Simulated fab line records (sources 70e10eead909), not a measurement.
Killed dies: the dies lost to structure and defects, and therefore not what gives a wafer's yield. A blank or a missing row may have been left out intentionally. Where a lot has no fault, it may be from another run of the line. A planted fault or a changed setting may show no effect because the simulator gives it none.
Which tool is to blame? + flow nandHarc + Sampling: 24 lots, 72 wafers, 5 of 1159 route steps

== WHAT EACH GAUGE READ, for each wafer ==
NHARC_P_CONTACT_INSPECT_27.
| lot  | measured     | on               | rawDefectCount |
|------|--------------|------------------|----------------|
| L075 | day 6 02:12  | defectInspect-02 | 331 270 207    |
| L074 | day 6 04:26  | defectInspect-02 | 353 188 376    |
| L076 | day 6 07:47  | defectInspect-02 | 246 211 172    |
| L078 | day 6 19:29  | defectInspect-01 | 254 189 474    |
| L077 | day 6 20:36  | defectInspect-01 | 552 448 472    |
| L079 | day 6 20:57  | defectInspect-02 | 178 327 357    |
| L080 | day 7 08:06  | defectInspect-02 | 442 310 361    |
| L081 | day 7 21:38  | defectInspect-01 | 378 424 398    |
| L083 | day 7 21:52  | defectInspect-01 | 234 338 376    |
| L082 | day 7 23:02  | defectInspect-02 | 202 194 268    |
| L084 | day 8 19:43  | defectInspect-01 | 380 444 350    |
| L086 | day 8 21:37  | defectInspect-02 | 136 247 170    |
| L085 | day 8 21:53  | defectInspect-02 | 185 153 187    |
| L087 | day 8 22:10  | defectInspect-02 | 320 380 209    |
| L089 | day 9 14:26  | defectInspect-01 | 328 427 379    |
| L090 | day 9 15:28  | defectInspect-02 | 221 218 311    |
| L088 | day 9 16:01  | defectInspect-02 | 536 356 211    |
| L091 | day 9 22:02  | defectInspect-01 | 220 491 279    |
| L092 | day 10 04:35 | defectInspect-02 | 183 270 233    |
| L093 | day 10 13:53 | defectInspect-01 | 200 212 149    |
| L095 | day 10 18:42 | defectInspect-02 | 303 223 291    |
| L094 | day 10 19:16 | defectInspect-02 | 162 361 229    |
| L096 | day 11 15:22 | defectInspect-02 | 144 176 192    |
| L097 | day 11 15:25 | defectInspect-01 | 344 306 208    |

NHARC_P_M0_INSPECT_11.
| lot  | measured     | on               | rawDefectCount |
|------|--------------|------------------|----------------|
| L075 | day 6 03:14  | defectInspect-02 | 3 1 2          |
| L074 | day 6 05:28  | defectInspect-02 | 1 1 1          |
| L076 | day 6 08:48  | defectInspect-01 | 2 3 2          |
| L078 | day 6 20:23  | defectInspect-01 | 3 7 3          |
| L077 | day 6 21:43  | defectInspect-01 | 3 4 3          |
| L079 | day 6 22:07  | defectInspect-02 | 1 4 3          |
| L080 | day 7 09:08  | defectInspect-02 | 1 7 1          |
| L081 | day 7 22:43  | defectInspect-01 | 1 1 3          |
| L083 | day 7 22:54  | defectInspect-02 | 1 7 4          |
| L082 | day 7 23:56  | defectInspect-02 | 0 3 0          |
| L084 | day 8 20:37  | defectInspect-02 | 3 2 0          |
| L086 | day 8 22:39  | defectInspect-01 | 1 3 1          |
| L085 | day 8 22:55  | defectInspect-01 | 3 7 3          |
| L087 | day 8 23:12  | defectInspect-02 | 5 8 2          |
| L089 | day 9 15:28  | defectInspect-01 | 1 2 4          |
| L090 | day 9 16:30  | defectInspect-02 | 6 7 7          |
| L088 | day 9 16:57  | defectInspect-02 | 2 1 1          |
| L091 | day 9 23:04  | defectInspect-01 | 2 6 8          |
| L092 | day 10 05:38 | defectInspect-01 | 8 7 6          |
| L093 | day 10 14:54 | defectInspect-02 | 3 10 3         |
| L095 | day 10 19:43 | defectInspect-01 | 5 4 1          |
| L094 | day 10 20:17 | defectInspect-02 | 4 2 4          |
| L096 | day 11 16:16 | defectInspect-01 | 6 3 6          |
| L097 | day 11 16:26 | defectInspect-02 | 8 12 6         |

NHARC_P_M1_OVL_MEAS_10: pitch 260 nm.
| lot  | measured     | on         | overlayXNm (nm) | overlayYNm (nm) |
|------|--------------|------------|-----------------|-----------------|
| L075 | day 6 07:07  | overlay-01 | -0.2 -0.3 -0.5  | -0.3 0.3 0.5    |
| L074 | day 6 09:43  | overlay-01 | 0.2 0.0 0.0     | -1.4 -0.8 -1.4  |
| L076 | day 6 12:41  | overlay-01 | 0.6 -0.2 -0.2   | 0.9 0.3 0.4     |
| L078 | day 7 00:35  | overlay-02 | -0.8 -1.0 -1.3  | 1.4 1.1 1.3     |
| L077 | day 7 01:37  | overlay-02 | -1.1 -1.4 -0.9  | -0.5 -0.3 -0.5  |
| L079 | day 7 02:19  | overlay-02 | -0.6 -0.3 -0.1  | -0.4 0.0 -0.5   |
| L080 | day 7 13:02  | overlay-02 | -0.1 0.0 0.3    | -0.3 -0.3 -1.2  |
| L081 | day 8 02:38  | overlay-02 | -0.3 -0.2 0.3   | 0.0 -1.0 -0.7   |
| L083 | day 8 02:58  | overlay-01 | -1.0 -0.3 -0.9  | 0.0 0.3 -0.1    |
| L082 | day 8 04:01  | overlay-01 | 0.4 0.3 0.9     | 0.2 0.2 0.2     |
| L084 | day 9 00:40  | overlay-02 | -2.7 -1.6 -2.1  | 0.1 0.8 1.1     |
| L086 | day 9 02:47  | overlay-01 | 0.2 0.3 0.5     | 1.6 1.5 0.7     |
| L085 | day 9 03:26  | overlay-02 | -2.5 -2.6 -2.6  | -0.6 0.1 0.4    |
| L087 | day 9 03:53  | overlay-01 | -1.4 -0.8 -0.8  | -0.1 -0.2 -0.3  |
| L089 | day 9 19:31  | overlay-01 | -0.3 -0.5 -0.7  | -1.5 -0.9 -1.5  |
| L090 | day 9 20:32  | overlay-02 | 0.6 0.5 0.5     | -0.2 -0.4 -0.5  |
| L088 | day 9 21:00  | overlay-02 | 0.4 0.1 0.8     | 0.6 0.5 0.4     |
| L091 | day 10 03:17 | overlay-02 | 2.4 1.8 2.0     | 0.4 1.0 0.6     |
| L092 | day 10 09:45 | overlay-02 | 0.9 0.9 0.8     | 0.2 -0.8 0.0    |
| L093 | day 10 18:48 | overlay-02 | 1.8 1.2 1.4     | 0.6 0.8 0.6     |
| L095 | day 10 23:48 | overlay-02 | -1.9 -2.3 -2.7  | 0.8 1.2 1.0     |
| L094 | day 11 00:26 | overlay-02 | 0.6 0.1 0.2     | 0.8 0.4 0.8     |
| L096 | day 11 20:16 | overlay-02 | -0.4 -0.7 -0.1  | -1.8 -1.5 -2.2  |
| L097 | day 11 20:35 | overlay-02 | 0.4 1.3 0.6     | 0.4 0.2 0.7     |

== EACH LOT AND THE TOOL THAT RAN IT (in order: tool; ch and the chambers of the sampled wafers; start) ==
| lot  | NHARC_P_M0_STRIP_18               | NHARC_P_M0_PRE_CLEAN_29                |
|------|-----------------------------------|----------------------------------------|
| L075 | rieDiel-13 ch 0,1,3, day 6 03:40  | pvdSputter-01, day 6 07:07 or earlier  |
| L074 | rieDiel-12 ch 1,3, day 6 05:55    | pvdSputter-03, day 6 09:43 or earlier  |
| L076 | rieDiel-13 ch 0,1,3, day 6 09:14  | pvdSputter-03, day 6 12:41 or earlier  |
| L078 | rieDiel-06 ch 0,2,3, day 6 20:51  | pvdSputter-02, day 7 00:35 or earlier  |
| L077 | rieDiel-06 ch 0,2,3, day 6 22:09  | pvdSputter-02, day 7 01:37 or earlier  |
| L079 | rieDiel-12 ch 1,2,3, day 6 22:34  | pvdSputter-03, day 7 02:19 or earlier  |
| L080 | rieDiel-12 ch 0,1, day 7 09:36    | pvdSputter-03, day 7 13:02 or earlier  |
| L081 | rieDiel-13 ch 0,1,2, day 7 23:11  | pvdSputter-02, day 8 02:38 or earlier  |
| L083 | rieDiel-12 ch 0,2,3, day 7 23:21  | pvdSputter-03, day 8 02:58 or earlier  |
| L082 | rieDiel-12 ch 2,3, day 8 00:22    | pvdSputter-01, day 8 04:01 or earlier  |
| L084 | rieDiel-13 ch 1,2, day 8 21:03    | pvdSputter-02, day 9 00:40 or earlier  |
| L086 | rieDiel-06 ch 0,1,2, day 8 23:06  | pvdSputter-01, day 9 02:47 or earlier  |
| L085 | rieDiel-06 ch 0,1,3, day 8 23:22  | pvdSputter-02, day 9 03:26 or earlier  |
| L087 | rieDiel-12 ch 0,1,2, day 8 23:38  | pvdSputter-03, day 9 03:53 or earlier  |
| L089 | rieDiel-13 ch 0,2, day 9 15:55    | pvdSputter-02, day 9 19:31 or earlier  |
| L090 | rieDiel-06 ch 0,2,3, day 9 17:00  | pvdSputter-01, day 9 20:32 or earlier  |
| L088 | rieDiel-06 ch 0,1,3, day 9 17:26  | pvdSputter-03, day 9 21:00 or earlier  |
| L091 | rieDiel-06 ch 0,1,3, day 9 23:34  | pvdSputter-03, day 10 03:17 or earlier |
| L092 | rieDiel-12 ch 1,2,3, day 10 06:08 | pvdSputter-01, day 10 09:45 or earlier |
| L093 | rieDiel-13 ch 0,2,3, day 10 15:23 | pvdSputter-03, day 10 18:48 or earlier |
| L095 | rieDiel-06 ch 2,3, day 10 20:10   | pvdSputter-02, day 10 23:48 or earlier |
| L094 | rieDiel-12 ch 0,2, day 10 20:44   | pvdSputter-03, day 11 00:26 or earlier |
| L096 | rieDiel-06 ch 0,2,3, day 11 16:44 | pvdSputter-01, day 11 20:16 or earlier |
| L097 | rieDiel-12 ch 0,2,3, day 11 16:55 | pvdSputter-03, day 11 20:35 or earlier |
- NHARC_P_M0_STRIP_18: strips in N2/H2.
- NHARC_P_M0_PRE_CLEAN_29: time 30 s.

== WHAT THE TOOLS THEMSELVES READ (means of the sampled wafers that have a number; where no wafer has one, the mark that the record gives instead) ==
NHARC_P_M0_STRIP_18.
| lot  | tool       | drypumpMotorCurrentA (A) | h2FlowSccm (sccm) | oesProductAu (a.u.) | rfVppV (V) | showerheadPlenumPTorr (Torr) | throttleValvePct (%) |
|------|------------|--------------------------|-------------------|---------------------|------------|------------------------------|----------------------|
| L075 | rieDiel-13 | 5.9                      | 150.3             | 1.009               | 90.8       | 1.99                         | 14.160               |
| L074 | rieDiel-12 | 5.9                      | 150.4             | 0.997               | 89.1       | 2.00                         | 14.166               |
| L076 | rieDiel-13 | 5.9                      | 149.8             | 1.009               | 89.6       | 1.99                         | 14.168               |
| L078 | rieDiel-06 | 5.3                      | 149.6             | 0.997               | 91.3       | 2.09                         | 14.177               |
| L077 | rieDiel-06 | 5.3                      | 149.9             | 0.993               | 90.2       | 2.09                         | 14.170               |
| L079 | rieDiel-12 | 6.2                      | 150.2             | 1.005               | 91.1       | 2.08                         | 14.165               |
| L080 | rieDiel-12 | 5.7                      | 150.1             | 0.989               | 90.1       | 1.92                         | 14.165               |
| L081 | rieDiel-13 | 6.2                      | 150.0             | 1.001               | 90.5       | 1.96                         | 14.175               |
| L083 | rieDiel-12 | 6.2                      | 150.4             | 1.000               | 91.0       | 2.09                         | 14.175               |
| L082 | rieDiel-12 | 6.3                      | 149.8             | 0.987               | 91.8       | 2.18                         | 14.161               |
| L084 | rieDiel-13 | 6.0                      | 150.2             | 0.992               | 90.7       | 2.01                         | 14.169               |
| L086 | rieDiel-06 | 5.5                      | 150.0             | 0.986               | 90.9       | 2.11                         | 14.174               |
| L085 | rieDiel-06 | 5.5                      | 149.7             | 1.000               | 91.7       | 2.16                         | 14.163               |
| L087 | rieDiel-12 | 6.1                      | 149.5             | 0.996               | 90.9       | 2.00                         | 14.176               |
| L089 | rieDiel-13 | 6.2                      | 150.3             | 1.003               | 89.3       | 1.90                         | 14.170               |
| L090 | rieDiel-06 | 5.3                      | 150.0             | 0.987               | 91.7       | 2.09                         | 14.170               |
| L088 | rieDiel-06 | 5.5                      | 150.3             | 1.001               | 90.9       | 2.16                         | 14.168               |
| L091 | rieDiel-06 | 5.5                      | 149.9             | 0.997               | 91.6       | 2.16                         | 14.171               |
| L092 | rieDiel-12 | 6.2                      | 149.8             | 0.996               | 91.0       | 2.08                         | 14.173               |
| L093 | rieDiel-13 | 5.9                      | 149.5             | 1.006               | 89.1       | 1.93                         | 14.172               |
| L095 | rieDiel-06 | 5.4                      | 150.2             | 0.981               | 91.1       | 2.11                         | 14.177               |
| L094 | rieDiel-12 | 6.3                      | 149.8             | 0.988               | 90.8       | 2.08                         | 14.169               |
| L096 | rieDiel-06 | 5.3                      | 149.9             | 1.005               | 91.5       | 2.09                         | 14.173               |
| L097 | rieDiel-12 | 6.2                      | 149.2             | 0.993               | 91.8       | 2.09                         | 14.167               |

NHARC_P_M0_PRE_CLEAN_29.
| lot  | tool          | heaterPowerW (W) |
|------|---------------|------------------|
| L075 | pvdSputter-01 | 441              |
| L074 | pvdSputter-03 | 439              |
| L076 | pvdSputter-03 | 438              |
| L078 | pvdSputter-02 | 353              |
| L077 | pvdSputter-02 | 382              |
| L079 | pvdSputter-03 | 442              |
| L080 | pvdSputter-03 | 434              |
| L081 | pvdSputter-02 | 417              |
| L083 | pvdSputter-03 | 433              |
| L082 | pvdSputter-01 | 405              |
| L084 | pvdSputter-02 | 397              |
| L086 | pvdSputter-01 | 436              |
| L085 | pvdSputter-02 | 385              |
| L087 | pvdSputter-03 | 438              |
| L089 | pvdSputter-02 | 392              |
| L090 | pvdSputter-01 | 450              |
| L088 | pvdSputter-03 | 441              |
| L091 | pvdSputter-03 | 412              |
| L092 | pvdSputter-01 | 452              |
| L093 | pvdSputter-03 | 420              |
| L095 | pvdSputter-02 | 381              |
| L094 | pvdSputter-03 | 404              |
| L096 | pvdSputter-01 | 425              |
| L097 | pvdSputter-03 | 433              |

== THE ANSWER, worked out from the rows above alone ==
Rule: the lots themselves supply what counts as usual. The widest of any qualifying gaps counts: lots, ordered by their means at a reading, are off when they make up no more than a third of the lots, leave a main group of 4 or more, and stand apart from it by 3 or more times the standard deviation of that group's means. A main group is skipped when, at the precision printed for the reading in the tables above, its means are all equal. Also off: a lot with no number at a reading for which 4 or more lots have one. Any other lot the step has rows for is counted as sound. First the gauges in route order, then the tools' own readings, where a lot's mean is used as printed above. The first step at which some lot is off is used, and at that step the reading that is off furthest; a lot without a number counts as furthest.
Across all readings shown, no lot is off: no conclusion can be drawn from this.

== WHAT THE SIMULATOR PUT IN ==
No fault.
